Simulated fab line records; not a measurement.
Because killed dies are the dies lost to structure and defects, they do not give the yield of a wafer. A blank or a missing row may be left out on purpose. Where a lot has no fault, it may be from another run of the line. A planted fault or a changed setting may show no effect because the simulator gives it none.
Which of the tools did it? + flow nand harc + 24 lots, 72 wafers sampled, at 5 steps of a route of 1302

== WHAT THE GAUGES READ, wafer by wafer ==
NHARC_P_ZERO_WELL_CD_MEAS_52: target cd 2000 nm.
| lot  | measured     | on        | cd nm (nm)           |
|------|--------------|-----------|----------------------|
| L074 | day 2 01:44  | cd sem-02 | 1999.7 2001.8 2002.9 |
| L075 | day 2 11:56  | cd sem-01 | 2001.2 2002.3 1999.4 |
| L076 | day 2 21:44  | cd sem-02 | 2001.6 2003.4 2000.9 |
| L077 | day 3 07:31  | cd sem-02 | 1995.1 1998.9 1999.8 |
| L078 | day 3 17:31  | cd sem-01 | 2005.2 2002.1 2000.7 |
| L079 | day 4 03:46  | cd sem-03 | 2000.5 2002.4 1998.7 |
| L080 | day 4 13:44  | cd sem-03 | 2000.6 2000.9 2000.9 |
| L081 | day 4 23:45  | cd sem-01 | 1998.7 2003.8 2001.5 |
| L082 | day 5 09:53  | cd sem-03 | 2002.8 2005.6 2001.0 |
| L083 | day 5 19:52  | cd sem-03 | 1997.9 1999.2 1994.9 |
| L084 | day 6 06:32  | cd sem-03 | 1998.4 2000.3 1998.3 |
| L085 | day 6 15:46  | cd sem-02 | 2002.3 2002.7 2001.6 |
| L086 | day 7 01:44  | cd sem-03 | 2001.6 1999.0 2001.4 |
| L087 | day 7 11:44  | cd sem-02 | 1998.1 1996.9 2000.3 |
| L088 | day 7 21:41  | cd sem-02 | 1997.6 2001.0 2002.1 |
| L089 | day 8 08:17  | cd sem-02 | 2001.5 1997.5 1995.4 |
| L090 | day 8 17:53  | cd sem-03 | 2002.9 2000.5 1999.8 |
| L091 | day 9 03:50  | cd sem-02 | 2001.9 2004.9 2003.9 |
| L092 | day 9 13:40  | cd sem-02 | 1999.1 2001.1 1998.7 |
| L093 | day 10 01:01 | cd sem-01 | 2002.0 1993.8 1998.0 |
| L094 | day 10 09:46 | cd sem-01 | 2000.2 2002.4 2001.7 |
| L095 | day 10 19:46 | cd sem-02 | 1999.0 2000.0 1999.9 |
| L096 | day 11 05:39 | cd sem-02 | 2000.5 1995.4 1995.3 |
| L097 | day 11 16:01 | cd sem-03 | 2001.5 2003.5 2000.3 |

NHARC_P_GATE_OVL_MEAS_27.
| lot  | measured     | on         | overlay x nm (nm) | overlay y nm (nm) |
|------|--------------|------------|-------------------|-------------------|
| L074 | day 4 19:05  | overlay-01 | -0.9 -1.0 -1.4    | 0.3 0.6 0.6       |
| L075 | day 5 16:42  | overlay-01 | 0.4 0.6 0.1       | 1.0 0.8 0.2       |
| L076 | day 6 00:34  | overlay-01 | -1.9 -1.1 -1.3    | 0.1 0.1 0.2       |
| L077 | day 6 07:55  | overlay-02 | 0.2 0.1 0.3       | 0.5 0.9 0.6       |
| L078 | day 6 16:50  | overlay-02 | -0.8 -0.7 -0.8    | -0.6 -0.8 -1.1    |
| L079 | day 7 04:35  | overlay-02 | -0.3 -1.0 -0.8    | 0.7 0.4 0.6       |
| L080 | day 7 09:26  | overlay-02 | -0.4 -0.4 -0.6    | 1.1 1.0 0.8       |
| L081 | day 7 21:45  | overlay-02 | -0.5 -0.5 -0.6    | 0.2 0.9 0.4       |
| L082 | day 8 08:41  | overlay-02 | 0.3 0.0 0.1       | 0.4 0.1 -0.1      |
| L083 | day 8 21:16  | overlay-01 | 0.1 0.2 0.4       | -0.3 -0.5 -0.1    |
| L084 | day 9 05:52  | overlay-02 | 0.1 -0.3 -0.4     | -1.0 -0.2 -0.4    |
| L085 | day 9 14:27  | overlay-02 | 1.5 1.1 1.3       | 0.3 0.2 0.3       |
| L086 | day 9 21:07  | overlay-02 | 0.4 1.0 1.1       | 0.1 0.0 -0.3      |
| L087 | day 10 10:54 | overlay-01 | -1.1 -0.7 -0.4    | 0.7 0.4 0.7       |
| L088 | day 11 08:52 | overlay-02 | -0.5 -0.9 -0.7    | -0.1 0.3 0.2      |
| L089 | day 11 09:17 | overlay-01 | 1.2 0.6 0.0       | 0.6 0.8 0.6       |
| L090 | day 12 01:19 | overlay-01 | -0.4 0.3 0.1      | -0.1 -0.9 -0.5    |
| L091 | day 12 09:37 | overlay-02 | -0.7 -0.1 -0.9    | -1.3 -1.1 -1.1    |
| L092 | day 12 09:47 | overlay-01 | -0.2 0.3 -0.4     | 0.4 0.7 0.6       |
| L093 | day 13 03:46 | overlay-02 | -0.6 -0.1 -0.4    | 0.0 0.6 0.8       |
| L094 | day 13 04:25 | overlay-02 | 1.3 1.3 1.1       | -0.4 -0.5 0.2     |
| L095 | day 13 14:38 | overlay-01 | 0.1 -0.1 0.2      | -0.7 -1.2 -0.8    |
| L096 | day 14 01:04 | overlay-02 | -0.4 -0.2 0.1     | -0.8 -1.4 -0.6    |
| L097 | day 14 18:20 | overlay-01 | -0.3 0.2 -0.9     | 0.8 1.0 1.0       |

NHARC_P_M0_OVL_MEAS_10: pitch 180 nm.
| lot  | measured     | on         | overlay x nm (nm) | overlay y nm (nm) |
|------|--------------|------------|-------------------|-------------------|
| L074 | day 5 19:26  | overlay-02 | -0.5 -0.5 -1.1    | -0.6 -0.3 -0.5    |
| L075 | day 6 17:27  | overlay-02 | -0.2 -0.2 -0.2    | -0.3 -0.5 -0.8    |
| L076 | day 7 01:25  | overlay-01 | 0.2 0.3 -0.6      | 1.0 1.9 0.9       |
| L077 | day 7 08:02  | overlay-01 | -0.7 -0.1 -0.8    | 0.2 0.6 0.1       |
| L078 | day 7 20:34  | overlay-02 | 0.3 -0.3 0.6      | -0.1 -0.5 -1.1    |
| L079 | day 8 06:52  | overlay-01 | -0.2 0.0 0.3      | -0.2 -0.5 -0.5    |
| L080 | day 8 09:39  | overlay-01 | -0.6 -0.4 -0.6    | 0.9 0.7 1.0       |
| L081 | day 8 23:00  | overlay-02 | 0.2 0.5 0.4       | 1.0 1.5 0.6       |
| L082 | day 9 08:56  | overlay-01 | -0.6 -1.1 -1.0    | -0.3 0.2 -0.2     |
| L083 | day 9 21:59  | overlay-02 | 0.9 1.0 1.0       | -2.7 -3.0 -2.2    |
| L084 | day 10 08:31 | overlay-02 | 0.0 0.4 0.3       | -0.2 -0.6 -1.0    |
| L085 | day 10 17:08 | overlay-02 | 0.0 0.6 0.6       | 0.6 0.3 0.5       |
| L086 | day 10 21:19 | overlay-01 | 1.0 1.4 1.2       | -0.6 -1.4 -0.9    |
| L087 | day 11 11:13 | overlay-02 | 0.0 0.5 0.6       | -1.2 -1.6 -1.1    |
| L088 | day 12 09:47 | overlay-02 | 1.0 1.2 1.1       | 0.9 0.1 1.2       |
| L089 | day 12 10:31 | overlay-02 | 0.1 -0.5 0.1      | -0.1 -0.1 0.1     |
| L090 | day 13 03:37 | overlay-01 | 1.3 1.5 1.0       | -0.4 -0.2 -0.3    |
| L091 | day 13 10:05 | overlay-02 | 0.4 -0.1 -0.1     | -0.8 0.2 -0.4     |
| L092 | day 13 10:46 | overlay-01 | 0.8 1.4 1.3       | 0.9 0.8 1.0       |
| L093 | day 14 04:11 | overlay-01 | -1.0 -0.9 -0.5    | 0.0 -0.6 -0.6     |
| L094 | day 14 04:51 | overlay-02 | 0.4 0.8 0.3       | -1.5 -1.3 -1.5    |
| L095 | day 14 14:55 | overlay-01 | -1.0 -0.6 -0.9    | -0.3 -0.6 -0.7    |
| L096 | day 15 00:59 | overlay-01 | 0.7 0.4 0.3       | 0.3 -0.2 0.4      |
| L097 | day 15 19:43 | overlay-01 | -0.4 0.1 -0.5     | -1.5 -0.7 -0.9    |

== TOOL THAT RAN EACH LOT (tool first, then ch and the chambers of the sampled wafers, then the start) ==
| lot  | NHARC_P_GATE_DESCUM_31             | NHARC_P_CONTACT_DEP_30          |
|------|------------------------------------|---------------------------------|
| L074 | rie diel-03 ch 0,3, day 4 19:10    | pecvd-04 ch 0,2, day 5 13:36    |
| L075 | rie diel-11 ch 0,2,3, day 5 16:48  | pecvd-03 ch 0,1,2, day 6 11:12  |
| L076 | rie diel-11 ch 0,1,2, day 6 00:40  | pecvd-03 ch 0,2, day 6 19:38    |
| L077 | rie diel-11 ch 2,3, day 6 08:02    | pecvd-04 ch 0,2, day 7 02:32    |
| L078 | rie diel-11 ch 0,3, day 6 16:56    | pecvd-01 ch 0,1,2, day 7 14:43  |
| L079 | rie diel-03 ch 0,1,2, day 7 04:44  | pecvd-03 ch 0,1, day 8 01:08    |
| L080 | rie diel-03 ch 0,2, day 7 09:33    | pecvd-03 ch 0,2, day 8 03:59    |
| L081 | rie diel-11 ch 0,3, day 7 21:51    | pecvd-03 ch 1,2, day 8 16:18    |
| L082 | rie diel-11 ch 0,1,3, day 8 08:49  | pecvd-01 ch 0,2, day 9 03:05    |
| L083 | rie diel-03 ch 2,3, day 8 21:21    | pecvd-04 ch 0,1,2, day 9 15:59  |
| L084 | rie diel-03 ch 0,3, day 9 05:58    | pecvd-01 ch 1,2, day 10 02:19   |
| L085 | rie diel-03 ch 0,2,3, day 9 14:34  | pecvd-04 ch 0,1, day 10 11:07   |
| L086 | rie diel-11 ch 0,2,3, day 9 21:13  | pecvd-03 ch 0,1, day 10 15:39   |
| L087 | rie diel-04 ch 2,3, day 10 11:01   | pecvd-03 ch 0,2, day 11 05:31   |
| L088 | rie diel-03 ch 2,3, day 11 08:58   | pecvd-04 ch 0,2, day 12 03:53   |
| L089 | rie diel-04 ch 0,2,3, day 11 09:25 | pecvd-01 ch 0,1,2, day 12 04:20 |
| L090 | rie diel-04 ch 0,2,3, day 12 01:26 | pecvd-04 ch 0,1, day 12 21:55   |
| L091 | rie diel-03 ch 2,3, day 12 09:43   | pecvd-03 ch 0,1,2, day 13 04:22 |
| L092 | rie diel-11 ch 1,2,3, day 12 09:55 | pecvd-04 ch 0,1,2, day 13 04:32 |
| L093 | rie diel-11 ch 0,1,3, day 13 03:53 | pecvd-04 ch 0,2, day 13 22:23   |
| L094 | rie diel-11 ch 1,2,3, day 13 04:31 | pecvd-03 ch 1,2, day 13 23:06   |
| L095 | rie diel-04 ch 0,1, day 13 14:44   | pecvd-03 ch 0,1,2, day 14 09:10 |
| L096 | rie diel-03 ch 1,2,3, day 14 01:10 | pecvd-04 ch 1,2, day 14 19:17   |
| L097 | rie diel-11 ch 1,2,3, day 14 18:26 | pecvd-03 ch 1,2, day 15 13:57   |
- NHARC_P_GATE_DESCUM_31: chemistry O2, time 3 s.
- NHARC_P_CONTACT_DEP_30: deposits SiNx, target thk 30 nm.

== WHAT THE TOOLS THEMSELVES READ (means of the sampled wafers that have a number; where no wafer has one, the mark that the record gives instead) ==
NHARC_P_GATE_DESCUM_31.
| lot  | tool        | drypump motor current A (A) | oes product au (a.u.) | rf vpp V (V) | showerhead plenum p Torr (Torr) | throttle valve pct (%) |
|------|-------------|-----------------------------|-----------------------|--------------|---------------------------------|------------------------|
| L074 | rie diel-03 | 5.4                         | 1.005                 | 58.4         | 2.04                            | 11.303                 |
| L075 | rie diel-11 | 5.9                         | 1.005                 | 58.5         | 1.95                            | 11.305                 |
| L076 | rie diel-11 | 5.7                         | 1.004                 | 58.7         | 1.93                            | 11.310                 |
| L077 | rie diel-11 | 6.2                         | 0.999                 | 58.8         | 1.93                            | 11.312                 |
| L078 | rie diel-11 | 5.6                         | 0.989                 | 58.7         | 1.97                            | 11.312                 |
| L079 | rie diel-03 | 5.6                         | 1.001                 | 57.8         | 1.94                            | 11.302                 |
| L080 | rie diel-03 | 5.4                         | 1.001                 | 58.9         | 2.00                            | 11.317                 |
| L081 | rie diel-11 | 5.6                         | 0.988                 | 57.5         | 1.97                            | 11.312                 |
| L082 | rie diel-11 | 5.4                         | 1.000                 | 59.5         | 1.98                            | 11.316                 |
| L083 | rie diel-03 | 5.6                         | 1.004                 | 58.4         | 2.03                            | 11.307                 |
| L084 | rie diel-03 | 5.5                         | 1.003                 | 57.7         | 2.04                            | 11.308                 |
| L085 | rie diel-03 | 5.5                         | 1.006                 | 58.4         | 2.02                            | 11.303                 |
| L086 | rie diel-11 | 5.9                         | 1.003                 | 58.3         | 1.95                            | 11.306                 |
| L087 | rie diel-04 | 6.0                         | 0.998                 | 58.3         | 2.03                            | 11.317                 |
| L088 | rie diel-03 | 5.6                         | 0.991                 | 58.0         | 2.03                            | 11.310                 |
| L089 | rie diel-04 | 5.8                         | 1.000                 | 58.4         | 2.04                            | 11.307                 |
| L090 | rie diel-04 | 5.8                         | 1.012                 | 58.0         | 2.04                            | 11.312                 |
| L091 | rie diel-03 | 5.6                         | 0.991                 | 58.0         | 2.01                            | 11.313                 |
| L092 | rie diel-11 | 5.7                         | 0.998                 | 57.9         | 1.96                            | 11.314                 |
| L093 | rie diel-11 | 5.3                         | 1.013                 | 57.3         | 1.98                            | 11.317                 |
| L094 | rie diel-11 | 5.7                         | 1.006                 | 57.8         | 1.96                            | 11.307                 |
| L095 | rie diel-04 | 4.9                         | 0.994                 | 57.8         | 2.05                            | 11.312                 |
| L096 | rie diel-03 | 5.8                         | 0.994                 | 58.1         | 1.95                            | 11.318                 |
| L097 | rie diel-11 | 5.7                         | 1.000                 | 57.6         | 1.96                            | 11.310                 |

NHARC_P_CONTACT_DEP_30.
| lot  | tool     | heater power w (W) |
|------|----------|--------------------|
| L074 | pecvd-04 | 722                |
| L075 | pecvd-03 | 704                |
| L076 | pecvd-03 | 708                |
| L077 | pecvd-04 | 777                |
| L078 | pecvd-01 | 656                |
| L079 | pecvd-03 | 658                |
| L080 | pecvd-03 | 781                |
| L081 | pecvd-03 | 645                |
| L082 | pecvd-01 | 667                |
| L083 | pecvd-04 | 707                |
| L084 | pecvd-01 | 793                |
| L085 | pecvd-04 | 665                |
| L086 | pecvd-03 | 681                |
| L087 | pecvd-03 | 728                |
| L088 | pecvd-04 | 740                |
| L089 | pecvd-01 | 718                |
| L090 | pecvd-04 | 698                |
| L091 | pecvd-03 | 725                |
| L092 | pecvd-04 | 705                |
| L093 | pecvd-04 | 771                |
| L094 | pecvd-03 | 546                |
| L095 | pecvd-03 | 703                |
| L096 | pecvd-04 | 585                |
| L097 | pecvd-03 | 614                |

== THE ANSWER, worked out from the rows above alone ==
Rule: the usual values come from the lots themselves. Put in order of their means at a reading, lots are off if they are a third of the lots or fewer, leave a main group of 4 or more, and stand apart from it by a gap of 3 or more times the standard deviation of the main group's means; of several such gaps the widest counts. Not used: any main group whose means are identical at the precision the tables above print for the reading. Also off: a lot with no number at a reading for which 4 or more lots have one. The other lots that the step has rows for count as sound. After the gauges, taken in route order, come the tools' own readings; for these a lot's mean is taken, as printed above. At the first step where some lot is off, the reading lying furthest off is the one used; lots without a number count as furthest.
Nothing can be told from this: no lot is off at any reading shown.

== WHAT WAS PUT IN BY THE SIMULATOR ==
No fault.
